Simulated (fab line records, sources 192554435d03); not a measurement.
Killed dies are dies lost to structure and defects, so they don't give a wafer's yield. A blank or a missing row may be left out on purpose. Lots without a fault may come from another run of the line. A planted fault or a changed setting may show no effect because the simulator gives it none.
Chamber matching | flow n5_finfet | N5_FIN_SAQP_PECVD_48 on pecvd-01: 3 sister chambers
The step deposits SiNx from SiH4/NH3/N2, target thk 25 nm, time 22.1 s. 6 wafers are shown with their chamber, then 7 later ones without.

WAFERS WITH THEIR CHAMBER
wafer  | chamber | throttle_valve_pct (%) | showerhead_plenum_p_Torr (Torr)
L080.4 | 0       | 42.8                   | 5.17
L082.1 | 2       | 39.2                   | 5.14
L082.3 | 1       | 41.7                   | 5.15
L082.4 | 0       | 42.4                   | 5.17
L084.2 | 2       | 39.1                   | 5.14
L084.3 | 1       | 42.1                   | 5.14

WAFERS WITHOUT THEIR CHAMBER
wafer  | throttle_valve_pct (%) | showerhead_plenum_p_Torr (Torr)
L084.6 | 41.7                   | 5.14
L091.2 | 39.4                   | 5.15
L091.5 | 42.3                   | 5.16
L091.6 | 41.9                   | 5.14
L094.3 | 42.7                   | 5.17
L094.4 | 41.8                   | 5.14
L094.6 | 42.4                   | 5.17

WHICH CHAMBER EACH WENT THROUGH
wafer  | from the rows above     | in truth
L084.6 | 1                       | 1
L091.2 | 2                       | 2
L091.5 | can't be placed: 0 or 1 | 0
L091.6 | 1                       | 1
L094.3 | 0                       | 0
L094.4 | 1                       | 1
L094.6 | 0                       | 0
Placed correctly: 6 of 7. Can't be placed from these rows: 1 (the true chamber is among the candidates in 1). Placed wrongly: 0.
How it was worked out, from the rows above alone: a wafer's distance from a chamber is the root of the sum, over the readings, of the square of ((its reading less the chamber's mean) divided by the reading's scatter). The wafer belongs to the nearest chamber; if the next one is less than 2 further off, it can't be placed. A chamber's mean is the mean of its shown wafers. The scatter: the root of (the sum of the squares of (reading less its chamber's mean) over the shown wafers, divided by (wafers less chambers)).
